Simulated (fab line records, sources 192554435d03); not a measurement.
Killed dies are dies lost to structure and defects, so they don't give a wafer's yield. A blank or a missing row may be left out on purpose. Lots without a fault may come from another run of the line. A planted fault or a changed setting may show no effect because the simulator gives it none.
A struck lot beside a sound one | flow n5_finfet | 36 steps out of a route of 1938
Sound: wafers L583.1, L583.2, L583.4. Struck: wafers L589.3, L589.4, L589.6. The cause comes at the end.
At each step with rows: each side's tool, then ch and its chambers, then its first start. Under that, the readings that differ: sound wafers | struck wafers | difference of the means | sigmas: that difference in standard deviations of wafers without a fault.
alike: readings whose means differ by less than 2 such deviations, and words and numbers that are the same on both sides. not compared: withheld readings, readings that some wafer has no value for, bounds like >300 that may hide the same value, and numbers for which the record gives no deviation and whose values overlap.
The two part at a step that has a row with sigmas, a row that says differs or no value, or rows on one side only. Numbers that don't overlap but have no deviation are shown without sigmas and don't part them. A reading that every wafer of one side lacks parts them only if that side has two wafers or more.

first, 9 steps without rows for these wafers: N5_STI_FIN_REVEAL_PRECLEAN_18 (cleans in SC2, time 45 s); N5_STI_FIN_REVEAL_SRD_28 (time 30 s); N5_DUMMY_GATE_PRECLEAN_00 (cleans in O3/DIW, time 60 s); N5_DUMMY_GATE_SRD_01 (time 30 s); N5_DUMMY_GATE_ALD_02 (deposits SiO2, target thk 2 nm, pulse time 1 s); N5_DUMMY_GATE_CVD_03 (deposits a-Si from SiH4, target thk 150 nm, time 8042 s); N5_DUMMY_GATE_PRECLEAN_46 (cleans in DIW, time 89.5 s); N5_DUMMY_GATE_SRD_47 (dry time 32 s); N5_DUMMY_GATE_CMP_04 (polishes a-Si).
N5_DUMMY_GATE_HM_DEP_06: deposits SiNx from DCS/NH3, target thk 80 nm, time 5141 s.
  sound on lpcvd-02 ch 1/104,1/90,1/95, day 3 00:14; struck on lpcvd-02 ch 0/100,0/104,0/114, day 4 13:01
  reading                                        | sound          | struck            | difference | sigmas
  model.SiNx_of_DUMMY_GATE_HM_DEP_06.thk_nm (nm) | 82.2 82.4 82.2 | 133.2 133.2 133.2 | +50.9      |
  alike: pressure_mtorr, spike_tc_centre_C
then, 24 steps without rows for these wafers: N5_DUMMY_GATE_PECVD_30 (deposits SiO2 from TEOS/O2, target thk 55 nm, time 10.8 s); N5_DUMMY_GATE_COAT_34 (time 60 s, resist thk 60 nm); N5_DUMMY_GATE_COAT_35 (time 60 s, resist thk 10 nm); N5_DUMMY_GATE_COAT_28 (time 60 s, resist thk 10 nm); N5_DUMMY_GATE_COAT_09 (resist thk 30 nm); N5_DUMMY_GATE_EBR_11; N5_DUMMY_GATE_SOFTBAKE_10 (time 60 s); N5_DUMMY_GATE_EXPOSE_12 (exposes mask GATE, target cd 25 nm); N5_DUMMY_GATE_PEB_13 (peb time 60 s); N5_DUMMY_GATE_DEVELOP_14 (develop time 30 s); N5_DUMMY_GATE_DESCUM_20 (chemistry O2, time 6.2 s); N5_DUMMY_GATE_ETCH_29 (etches underlayer in N2/H2, target depth 13 nm); N5_DUMMY_GATE_ETCH_36 (etches SiARC in CF4, target depth 13 nm); N5_DUMMY_GATE_ETCH_37 (etches SOC in N2/H2, target depth 60 nm, overetch 30 nm); N5_DUMMY_GATE_STRIP_38 (strips in N2/H2); N5_DUMMY_GATE_STRIP_39 (strips in N2/H2); N5_DUMMY_GATE_TRIM_49 (chemistry O2, time 29 s, target cd 14 nm); N5_DUMMY_GATE_STRIP_40 (strips in CF4); N5_DUMMY_GATE_ETCH_31 (etches SiO2 in C4F6/O2, target depth 82.5 nm, time 27.5 s); N5_DUMMY_GATE_STRIP_41 (strips in O2); N5_DUMMY_GATE_HM_OPEN_21 (chemistry CH3F/O2, target SiNx, target depth 120 nm, time 171.4 s); N5_DUMMY_GATE_ETCH_32 (etches SiO2 in CF4, target depth 3.5 nm, time 3.9 s); N5_DUMMY_GATE_ETCH_23 (etches poly-Si in HBr/Cl2/O2, target depth 41 nm, time 22.3 s); N5_DUMMY_GATE_ETCH_44 (etches poly-Si in HBr/O2, stops on SiO2, target depth 127.5 nm).
N5_ILD0_CMP_03: polishes, stops on SiNx, t overpolish 1.9 s, target thk 197.38 nm.
  sound on cmp-02 ch 1,2,3, day 3 19:40; struck on cmp-01 ch 0,3, day 5 09:53
  reading                                        | sound          | struck        | difference | sigmas
  model.SiNx_of_DUMMY_GATE_HM_DEP_06.thk_nm (nm) | 79.2 79.2 79.2 | 130 130.2 130 | +51        |
  alike: edge_zone_pressure_frac, motor_current_A, overpolish_run_s, platen_rpm, retaining_ring_pressure_frac, time_to_endpoint_s
-- the record jumps here: 4 days lie between the struck wafers' starts before and after (it left off in module ILD0 and takes up again in module BEOL_M4, whose first step shown is number 1111 of the route) --
N5_BEOL_M4_RC_MEAS_101:
  sound on prober-02 ch 0, day 8 01:46; struck on prober-02 ch 0, day 9 21:12
  alike: DIBL_N, DIBL_P, IOFF_N, IOFF_P, ION_N, ION_P, SS_N, SS_P, VT_N, VT_P

WHERE THEY PART
Nowhere in this record.

WHY: what the simulator had put in
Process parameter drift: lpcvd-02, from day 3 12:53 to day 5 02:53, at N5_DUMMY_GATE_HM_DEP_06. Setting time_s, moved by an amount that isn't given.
